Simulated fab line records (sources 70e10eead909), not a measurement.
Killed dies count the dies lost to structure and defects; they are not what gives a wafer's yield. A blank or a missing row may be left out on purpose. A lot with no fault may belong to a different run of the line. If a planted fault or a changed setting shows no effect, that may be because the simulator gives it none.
What tool caused it? / flow nandHarc / 15 lots with 44 wafers sampled at 5 steps, on a route of 1159 steps

== WHAT EACH GAUGE READ, for each wafer ==
NHARC_A_ONON_D1_THK_MEAS_05: measures by ellipsometry. Usual: thkNm reads 1000 nm (standard deviation 8.1).
lot=L329; measured=day 7 14:10; on=filmMetro-02; thkNm (nm)=997 998 997; flag=
lot=L331; measured=day 7 19:47; on=filmMetro-01; thkNm (nm)=1004 1004 1005; flag=
lot=L330; measured=day 7 19:49; on=filmMetro-02; thkNm (nm)=1009 1010 1011; flag=
lot=L332; measured=day 8 16:26; on=filmMetro-01; thkNm (nm)=993 992 991; flag=
lot=L334; measured=day 8 21:55; on=filmMetro-02; thkNm (nm)=1008 1009 1006; flag=
lot=L336; measured=day 9 08:37; on=filmMetro-01; thkNm (nm)=1017 1014; flag=
lot=L339; measured=day 9 15:08; on=filmMetro-02; thkNm (nm)=993 993 995; flag=
lot=L345; measured=day 11 16:13; on=filmMetro-02; thkNm (nm)=998 996 996; flag=
lot=L346; measured=day 11 20:36; on=filmMetro-01; thkNm (nm)=1008 1010 1006; flag=
lot=L347; measured=day 12 04:37; on=filmMetro-02; thkNm (nm)=1003 1004 1005; flag=
lot=L350; measured=day 12 09:35; on=filmMetro-01; thkNm (nm)=1009 1010 1010; flag=
lot=L348; measured=day 12 09:35; on=filmMetro-02; thkNm (nm)=980 980 980; flag=
lot=L349; measured=day 12 13:13; on=filmMetro-01; thkNm (nm)=996 1001 999; flag=
lot=L351; measured=day 13 04:01; on=filmMetro-01; thkNm (nm)=995 996 994; flag=
lot=L352; measured=day 13 14:31; on=filmMetro-02; thkNm (nm)=1002 1002 1003; flag=

NHARC_A_ONON_D1_THK_MEAS_18: measures by ellipsometry. Usual: thkNm reads 1002 nm (standard deviation 12).
lot=L329; measured=day 7 23:13; on=filmMetro-02; thkNm (nm)=1023 1021 1020; flag=
lot=L331; measured=day 8 04:35; on=filmMetro-01; thkNm (nm)=983 981 982; flag=
lot=L330; measured=day 8 04:36; on=filmMetro-02; thkNm (nm)=978 979 979; flag=
lot=L332; measured=day 9 01:39; on=filmMetro-01; thkNm (nm)=1012 1011 1011; flag=
lot=L334; measured=day 9 06:41; on=filmMetro-01; thkNm (nm)=998 678 998; flag=OFF
lot=L336; measured=day 9 17:26; on=filmMetro-01; thkNm (nm)=1010 692; flag=OFF
lot=L339; measured=day 10 04:43; on=filmMetro-01; thkNm (nm)=1001 1002 684; flag=OFF
lot=L345; measured=day 12 00:53; on=filmMetro-02; thkNm (nm)=987 987 987; flag=
lot=L346; measured=day 12 05:23; on=filmMetro-01; thkNm (nm)=1002 1002 1002; flag=
lot=L347; measured=day 12 16:32; on=filmMetro-01; thkNm (nm)=1016 1016 1015; flag=
lot=L350; measured=day 12 16:33; on=filmMetro-02; thkNm (nm)=987 986 987; flag=
lot=L348; measured=day 12 16:32; on=filmMetro-02; thkNm (nm)=994 995 995; flag=
lot=L349; measured=day 12 22:05; on=filmMetro-02; thkNm (nm)=1005 1005 1005; flag=
lot=L351; measured=day 13 12:52; on=filmMetro-02; thkNm (nm)=1000 999 999; flag=
lot=L352; measured=day 13 23:21; on=filmMetro-02; thkNm (nm)=992 994 994; flag=

NHARC_END_SORT_01. Usual: killedAtArray 28, standard deviation 11; killedAtOther 0.5, standard deviation 0.85; killedAtPeriphery 2.7, standard deviation 1.9; killedDies 32, standard deviation 12; killedOpen 3.3, standard deviation 1.6; killedShort 2.1, standard deviation 1.5.
lot=L334; measured=day 20 16:41; on=prober-01; killedAtArray=8 674 12; killedAtOther=0 0 0; killedAtPeriphery=0 3 2; killedDies=8 677 14; killedOpen=2 3 2; killedShort=2 0 1; flag=OFF
lot=L336; measured=day 21 05:34; on=prober-02; killedAtArray=28 676; killedAtOther=0 0; killedAtPeriphery=4 1; killedDies=32 677; killedOpen=2 4; killedShort=1 7; flag=OFF
lot=L339; measured=day 22 09:43; on=prober-01; killedAtArray=22 18 675; killedAtOther=3 1 1; killedAtPeriphery=1 1 1; killedDies=26 20 677; killedOpen=7 4 2; killedShort=1 1 0; flag=OFF

== WHAT TOOL EACH LOT RAN ON (gives the tool, then ch and the chambers of the sampled wafers, and finally the start) ==
lot=L329; NHARC_A_ONON_D1_DEP_16=pecvdOnon-03 ch 0, day 7 22:42; NHARC_A_ONON_D1_DEP_33=pecvd-03 ch 0,1,2, day 8 01:34
lot=L331; NHARC_A_ONON_D1_DEP_16=pecvdOnon-03 ch 0, day 8 04:05; NHARC_A_ONON_D1_DEP_33=pecvd-02 ch 0,1, day 8 06:55
lot=L330; NHARC_A_ONON_D1_DEP_16=pecvdOnon-04 ch 0, day 8 04:16; NHARC_A_ONON_D1_DEP_33=pecvd-04 ch 0,1,2, day 8 07:04
lot=L332; NHARC_A_ONON_D1_DEP_16=pecvdOnon-02 ch 0, day 9 01:08; NHARC_A_ONON_D1_DEP_33=pecvd-03 ch 0,2, day 9 04:32
lot=L334; NHARC_A_ONON_D1_DEP_16=pecvdOnon-03 ch 0, day 9 06:11; NHARC_A_ONON_D1_DEP_33=pecvd-03 ch 0,1, day 9 09:00
lot=L336; NHARC_A_ONON_D1_DEP_16=pecvdOnon-03 ch 0, day 9 17:08; NHARC_A_ONON_D1_DEP_33=pecvd-04 ch 0,1, day 9 19:53
lot=L339; NHARC_A_ONON_D1_DEP_16=pecvdOnon-03 ch 0, day 10 04:16; NHARC_A_ONON_D1_DEP_33=pecvd-02 ch 0,1, day 10 07:20
lot=L345; NHARC_A_ONON_D1_DEP_16=pecvdOnon-02 ch 0, day 12 00:23; NHARC_A_ONON_D1_DEP_33=pecvd-04 ch 0,1, day 12 03:13
lot=L346; NHARC_A_ONON_D1_DEP_16=pecvdOnon-02 ch 0, day 12 04:55; NHARC_A_ONON_D1_DEP_33=pecvd-04 ch 0,1,2, day 12 07:43
lot=L347; NHARC_A_ONON_D1_DEP_16=pecvdOnon-04 ch 0, day 12 16:02; NHARC_A_ONON_D1_DEP_33=pecvd-02 ch 0,1, day 12 18:53
lot=L350; NHARC_A_ONON_D1_DEP_16=pecvdOnon-02 ch 0, day 12 16:09; NHARC_A_ONON_D1_DEP_33=pecvd-04 ch 0,1, day 12 18:58
lot=L348; NHARC_A_ONON_D1_DEP_16=pecvdOnon-03 ch 0, day 12 16:08; NHARC_A_ONON_D1_DEP_33=pecvd-03 ch 1,2, day 12 18:56
lot=L349; NHARC_A_ONON_D1_DEP_16=pecvdOnon-04 ch 0, day 12 21:34; NHARC_A_ONON_D1_DEP_33=pecvd-03 ch 0,1,2, day 13 00:26
lot=L351; NHARC_A_ONON_D1_DEP_16=pecvdOnon-03 ch 0, day 13 12:21; NHARC_A_ONON_D1_DEP_33=pecvd-02 ch 0,1, day 13 15:12
lot=L352; NHARC_A_ONON_D1_DEP_16=pecvdOnon-02 ch 0, day 13 22:50; NHARC_A_ONON_D1_DEP_33=pecvd-04 ch 1,2, day 14 01:45
- NHARC_A_ONON_D1_DEP_16: target thk 1000 nm.
- NHARC_A_ONON_D1_DEP_33: deposits SiO2, target thk 200 nm.

== WHAT THE TOOLS THEMSELVES READ (means of the sampled wafers that have a number; where no wafer has one, the mark that the record gives instead) ==
NHARC_A_ONON_D1_DEP_33. Usual: heaterPowerOuterW 296 W, standard deviation 63; heaterPowerW 532 W, standard deviation 100; throttleValvePct 15.8 %, standard deviation 0.53.
lot=L329; tool=pecvd-03; heaterPowerOuterW (W)=289; heaterPowerW (W)=506; throttleValvePct (%)=16.2; flag=
lot=L331; tool=pecvd-02; heaterPowerOuterW (W)=299; heaterPowerW (W)=513; throttleValvePct (%)=15.6; flag=
lot=L330; tool=pecvd-04; heaterPowerOuterW (W)=302; heaterPowerW (W)=553; throttleValvePct (%)=15.7; flag=
lot=L332; tool=pecvd-03; heaterPowerOuterW (W)=313; heaterPowerW (W)=547; throttleValvePct (%)=16.1; flag=
lot=L334; tool=pecvd-03; heaterPowerOuterW (W)=313; heaterPowerW (W)=526; throttleValvePct (%)=16.3; flag=
lot=L336; tool=pecvd-04; heaterPowerOuterW (W)=248; heaterPowerW (W)=460; throttleValvePct (%)=15.6; flag=
lot=L339; tool=pecvd-02; heaterPowerOuterW (W)=314; heaterPowerW (W)=527; throttleValvePct (%)=15.9; flag=
lot=L345; tool=pecvd-04; heaterPowerOuterW (W)=266; heaterPowerW (W)=500; throttleValvePct (%)=15.8; flag=
lot=L346; tool=pecvd-04; heaterPowerOuterW (W)=298; heaterPowerW (W)=543; throttleValvePct (%)=15.7; flag=
lot=L347; tool=pecvd-02; heaterPowerOuterW (W)=243; heaterPowerW (W)=441; throttleValvePct (%)=15.9; flag=
lot=L350; tool=pecvd-04; heaterPowerOuterW (W)=244; heaterPowerW (W)=474; throttleValvePct (%)=15.7; flag=
lot=L348; tool=pecvd-03; heaterPowerOuterW (W)=237; heaterPowerW (W)=413; throttleValvePct (%)=16.0; flag=
lot=L349; tool=pecvd-03; heaterPowerOuterW (W)=296; heaterPowerW (W)=516; throttleValvePct (%)=16.4; flag=
lot=L351; tool=pecvd-02; heaterPowerOuterW (W)=276; heaterPowerW (W)=488; throttleValvePct (%)=16.0; flag=
lot=L352; tool=pecvd-04; heaterPowerOuterW (W)=307; heaterPowerW (W)=564; throttleValvePct (%)=15.3; flag=

== THE ANSWER, worked out from the rows above alone ==
Rule: a lot counts as off when the mean over its wafers that have a number is more than 3 standard deviations away from the usual mean. A lot without any number at a reading at which 4 lots or more have one is off too. Where the step has rows for the other lots, those lots are counted as sound. After the gauges, taken in route order, come the tools' own readings; for these a lot's mean is taken, as printed above. The first step at which some lot is off is used, and at that step the reading that is off furthest; a lot without a number counts as furthest.
Off: L334, L336, L339 (NHARC_A_ONON_D1_THK_MEAS_18, thkNm).
If a tool, at a process step before that reading, ran all the lots that are off and no sound lot after the first of them, it fits. The gauges at NHARC_A_ONON_D1_THK_MEAS_18 aren't tried: what is off there is off at NHARC_END_SORT_01 too, on other tools, and a gauge's error can't cause that. None of those tried fits.

== WHAT HAD BEEN PUT IN BY THE SIMULATOR ==
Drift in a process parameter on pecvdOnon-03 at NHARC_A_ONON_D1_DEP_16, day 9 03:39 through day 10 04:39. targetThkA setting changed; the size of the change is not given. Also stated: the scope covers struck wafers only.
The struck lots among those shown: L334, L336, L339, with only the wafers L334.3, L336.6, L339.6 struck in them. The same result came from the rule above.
